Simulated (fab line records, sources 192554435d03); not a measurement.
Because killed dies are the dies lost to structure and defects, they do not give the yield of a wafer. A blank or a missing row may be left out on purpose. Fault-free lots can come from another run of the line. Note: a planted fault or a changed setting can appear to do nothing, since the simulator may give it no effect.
Chamber matching | flow n5Finfet | N5_BEOL_M10_STRIP_36 on rieDiel-06: 4 sister chambers
The step strips in N2/H2. 8 wafers are shown with their chamber, then 10 later ones without.

## EACH WAFER AND ITS CHAMBER
wafer  | chamber | showerheadPlenumPTorr (Torr) | throttleValvePct (%)
L080.5 | 1       | 2.48                         | 23.7
L084.6 | 3       | 2.48                         | 23.6
L083.5 | 0       | 2.41                         | 23.2
L083.6 | 1       | 2.47                         | 23.4
L089.1 | 0       | 2.41                         | 23.2
L089.5 | 2       | 2.56                         | 24.1
L091.1 | 2       | 2.56                         | 24.0
L091.4 | 3       | 2.48                         | 23.6

## WAFERS WITHOUT THEIR CHAMBER
wafer  | showerheadPlenumPTorr (Torr) | throttleValvePct (%)
L091.5 | 2.48                         | 23.6
L093.2 | 2.48                         | 23.6
L093.3 | 2.41                         | 23.2
L093.6 | 2.48                         | 23.6
L094.1 | 2.47                         | 23.5
L094.2 | 2.41                         | 23.2
L094.4 | 2.48                         | 23.6
L096.1 | 2.46                         | 23.5
L096.3 | 2.40                         | 23.2
L096.5 | 2.46                         | 23.5

## EACH ONE'S CHAMBER
wafer  | from the rows above     | in truth
L091.5 | can't be placed: 3 or 1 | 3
L093.2 | can't be placed: 3 or 1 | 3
L093.3 | 0                       | 0
L093.6 | can't be placed: 3 or 1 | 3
L094.1 | can't be placed: 1 or 3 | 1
L094.2 | 0                       | 0
L094.4 | can't be placed: 3 or 1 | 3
L096.1 | can't be placed: 1 or 3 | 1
L096.3 | 0                       | 0
L096.5 | can't be placed: 1 or 3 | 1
3 of 10 placed correctly. Can't be placed from these rows: 7 (the true chamber is among the candidates in 7). Number placed wrongly: 0.
How it was worked out, from the rows above alone: a wafer's distance from a chamber is the root of the sum, over the readings, of the square of ((its reading less the chamber's mean) divided by the reading's scatter). If the next closest chamber is less than 2 further off than the closest, the wafer can't be placed; otherwise it belongs to the closest. For every chamber, the mean is computed from those of its wafers that are shown. The scatter: the root of (the sum of the squares of (reading less its chamber's mean) over the shown wafers, divided by (wafers less chambers)).
